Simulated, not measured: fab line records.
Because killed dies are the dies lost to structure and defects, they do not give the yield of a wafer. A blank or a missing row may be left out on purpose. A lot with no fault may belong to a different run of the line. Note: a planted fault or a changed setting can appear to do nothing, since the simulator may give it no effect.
Code-filled problem report in 8D (eight disciplines) form ; flow n5Finfet ; the parts of the form that need people (team, actions taken, sign-off) are left out

== 1. PROBLEM STATEMENT ==
Mean of runLengthS at N5_BEOL_M11_ETCH_41: 105.2 s across 3 wafers in 2 lots; on wafers with no fault it is 109.3 s (standard deviation 0.45). That is -9.1 standard deviations from the usual mean.
The step: etches SiCN in CH3F/O2, target depth 42.6 nm, time 86 s.
Earliest sighting: wafer L718.4 on rieDiel-04 at day 13 05:47. The record holds 31 wafers of 11 lots with a number at this step. The rule behind "out" and "out of limits": a value lying over 4 standard deviations away from the usual mean. The other wafers with a number count as sound.

== 2. WHAT IT IS, WHAT IT ISN'T ==
question;is;is not
which readings at this step;runLengthS;drypumpMotorCurrentA, oesProductAu, rfVppV, showerheadPlenumPTorr, throttleValvePct
which lots;L718, L720;L708, L709, L710, L714, L721, L727, L728, L730, L731
which wafers of those lots;L718.4, L720.3, L720.5;L718.1, L718.3, L720.1
read on which tools;rieDiel-04;rieDiel-05, rieDiel-06
when;from day 13 05:47;"up to then (13 sound wafers); but 15 sound wafers of L720, L721, L727, L728, L730, L731 came after"

== 3. THE SUSPECTS, EACH WITH WHAT RULES IT OUT ==
Counting: if a tool at a process step up to the reading ran every lot that is out, it stays a suspect. Sound lots after the first of them don't rule it out here, since some wafers of a struck lot are sound.
- rieDiel-04 at N5_BEOL_M11_STRIP_19 (strips in O2): kept. Every lot that is out went through it, the first being L718 (day 13 04:05); the last sound lot it ran before that was L714 (day 12 03:08).
- rieDiel-04 at N5_BEOL_M11_STRIP_36 (strips in N2/H2): kept. It ran every lot that is out, first L718 (day 13 05:42).
- rieDiel-04 at N5_BEOL_M11_ETCH_41 (etches SiCN in CH3F/O2, target depth 42.6 nm, time 86 s): kept. It ran every lot that is out, first L718 (day 13 05:47). Out on those wafers are its own readings of runLengthS.
- rieDiel-04, N5_BEOL_M11_STRIP_36: wafers that are out in chamber 2, sound lot-mates in chambers 0, 3.
- rieDiel-04, N5_BEOL_M11_ETCH_41: wafers that are out in chamber 2, sound lot-mates in chambers 0, 3.
The count leaves rieDiel-04 at N5_BEOL_M11_STRIP_19, rieDiel-04 at N5_BEOL_M11_STRIP_36, and rieDiel-04 at N5_BEOL_M11_ETCH_41.

== 4. THE CAUSE (what the simulator had put in) ==
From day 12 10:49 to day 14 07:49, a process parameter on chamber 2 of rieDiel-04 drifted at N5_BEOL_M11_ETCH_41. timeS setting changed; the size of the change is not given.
Counting leaves 3 suspects; this tool is one of them.

== 5. THE CHAIN OF EFFECTS, in route order ==
One row per reading whose mean, taken over the struck wafers that have a number, lies over 3 standard deviations from the usual. Readings are gone through only where the record gives a usual standard deviation; hours: the median, over the lots, of the time from a lot's start at the first step in this table giving one to that lot's start at this step; sigmas: the change measured in usual standard deviations.
hours;step;reading;usual;on struck wafers;change;sigmas
0;N5_BEOL_M11_ETCH_41;runLengthS;109.3 s;105.2;-4.1;-9.1
It contains these process steps:
- N5_BEOL_M11_ETCH_41: etches SiCN in CH3F/O2, target depth 42.6 nm, time 86 s.

== 6. WHAT WOULD HAVE CAUGHT IT SOONER ==
First out-of-limits reading in this record: day 13 05:47, which is 19 hours after fault onset at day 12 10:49.
